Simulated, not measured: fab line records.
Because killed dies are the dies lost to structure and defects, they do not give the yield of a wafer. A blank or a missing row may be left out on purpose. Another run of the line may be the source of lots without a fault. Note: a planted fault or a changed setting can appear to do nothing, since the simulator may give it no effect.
Split-lot study | flow n5Finfet | 21 wafers read across 7 lots, on a route 1938 steps long

## THE SPLIT ITSELF
At N5_BEOL_M8_TRENCH_ETCH_37 (etches SiCOH lowk in C4F6/O2, target depth 93.478 nm, time 31.2 s), the setting timeS was moved away from the recipe's 31.2 s on 4 of the 21 wafers read, by -8.8% to +18.0%. All remaining wafers had this setting at the recipe value.

## FROM THE SPLIT TO THE READING: what the file shows between them, 11 steps
- N5_BEOL_M8_ETCH_41: etches SiCN in CH3F/O2, target depth 31.9 nm, time 57.8 s
- N5_BEOL_M8_STRIP_80: strips in N2/H2, time 10 s
- N5_BEOL_M8_OCD_MEAS_38
- N5_BEOL_M8_HM_STRIP_39: strips TiN in peroxide tin strip, target depth 25 nm, time 158 s
- N5_BEOL_M8_SRD_40: time 30 s
- N5_BEOL_M8_ECD_50: material Cu, target thk 300 nm
- N5_BEOL_M8_ANNEAL_51: time 90 s
- N5_BEOL_M8_CMP_52: polishes, stops on SiCOH lowk, t overpolish 6.9 s, target thk 80 nm
- N5_BEOL_M8_THK_MEAS_53: measures by xrf
- N5_BEOL_M8_PRE_CLEAN_55: time 15 s
- N5_BEOL_M8_DEP_56: deposits SiCN from 3MS/NH3, target thk 10 nm, time 17.5 s

## THE READING
M8_RS in ohm/sq, measured at N5_BEOL_M8_RS_MEAS_57 by four-point-probe. Fault-free wafers of this fab line usually give 0.286 ohm/sq, standard deviation 0.0081 ohm/sq.

wafer  | tool, chamber at the split | timeS as run, s | against the recipe | M8_RS, ohm/sq | against lot-mates on the recipe
L074.1 | rieDiel-01, 1              | 31.2            | recipe             | 0.282         | -
L074.2 | rieDiel-01, 3              | 31.2            | recipe             | 0.288         | -
L074.3 | rieDiel-01, 2              | 31.2            | recipe             | 0.296         | -
L075.1 | rieDiel-06, 2              | 31.2            | recipe             | 0.279         | -
L075.3 | rieDiel-06, 0              | 36.82           | +18.0%             | 0.231         | -0.050
L075.5 | rieDiel-06, 0              | 31.2            | recipe             | 0.284         | -
L081.2 | rieDiel-03, 3              | 28.46           | -8.8%              | 0.329         | +0.033
L081.3 | rieDiel-03, 1              | 28.46           | -8.8%              | 0.314         | +0.018
L081.4 | rieDiel-03, 2              | 31.2            | recipe             | 0.296         | -
L084.3 | rieDiel-03, 3              | 31.2            | recipe             | 0.292         | -
L084.4 | rieDiel-03, 0              | 31.2            | recipe             | 0.284         | -
L084.6 | rieDiel-03, 2              | 31.2            | recipe             | 0.288         | -
L085.1 | rieDiel-06, 0              | 31.2            | recipe             | 0.285         | -
L085.2 | rieDiel-06, 2              | 31.2            | recipe             | 0.275         | -
L085.6 | rieDiel-06, 3              | 35.95           | +15.2%             | 0.227         | -0.053
L092.2 | rieDiel-01, 0              | 31.2            | recipe             | 0.270         | -
L092.3 | rieDiel-01, 1              | 31.2            | recipe             | 0.285         | -
L092.5 | rieDiel-01, 1              | 31.2            | recipe             | 0.290         | -
L094.2 | rieDiel-06, 3              | 31.2            | recipe             | 0.283         | -
L094.3 | rieDiel-06, 0              | 31.2            | recipe             | 0.284         | -
L094.6 | rieDiel-06, 2              | 31.2            | recipe             | 0.273         | -

FIT RESULTS
A straight line over all 21 wafers: M8_RS changes by -0.00352 ohm/sq for each +1% of timeS; r = -0.94; the points scatter about the line by 0.0077 ohm/sq.
The same after taking each lot's own level away (the mean of its wafers on the recipe; 21 wafers): -0.00304 ohm/sq for each +1%; r = -0.95; scatter 0.0059 ohm/sq.
On that fit, the largest move of timeS shifts the reading by 0.055 ohm/sq.
From 0.2800 to 0.2960 ohm/sq: that is the span of the lots' own levels, equal to 2.0 times the standard deviation above.
So the lot-to-lot level changes the slope: the two fits differ.
Check: with one of the wafers moved furthest among these (+18.0%) left out of the fit, the line predicts -0.0591 ohm/sq for it against its lot-mates. Against them it came out at -0.0505 ohm/sq.

## THE WHOLE CHAIN: every reading that the file lists as answering this split, in the file's order
step                      | what it does                                                        | reading                                                                     | change (the file's fit)               | r (the file's)
N5_BEOL_M8_TRENCH_ETCH_37 | etches SiCOH lowk in C4F6/O2, target depth 93.478 nm, time 31.2 s   | etch.depthNm (the simulator's own value, which no gauge read)               | +0.932 nm for each +1% of the setting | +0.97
N5_BEOL_M8_TRENCH_ETCH_37 | etches SiCOH lowk in C4F6/O2, target depth 93.478 nm, time 31.2 s   | BEOL_M8.featureDepthNm (the simulator's own value, which no gauge read)     | +0.928 nm for each +1% of the setting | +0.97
N5_BEOL_M8_OCD_MEAS_38    |                                                                     | trenchDepthNm                                                               | +0.934 nm for each +1% of the setting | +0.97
N5_BEOL_M8_CMP_52         | polishes, stops on SiCOH lowk, t overpolish 6.9 s, target thk 80 nm | Cu_of_BEOL_M8_ECD_50.thkNm (the simulator's own value, which no gauge read) | +0.897 nm for each +1% of the setting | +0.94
N5_BEOL_M8_THK_MEAS_53    | measures by xrf                                                     | M8_THK                                                                      | +0.884 for each +1% of the setting    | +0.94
N5_BEOL_M8_RS_MEAS_57     | measures by four-point-probe                                        | M8_RS                                                                       | -0.00305 for each +1% of the setting  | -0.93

## THE FILE'S OWN FIT
M8_RS changes by -0.00305 ohm/sq for each +1% of timeS, r = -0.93.
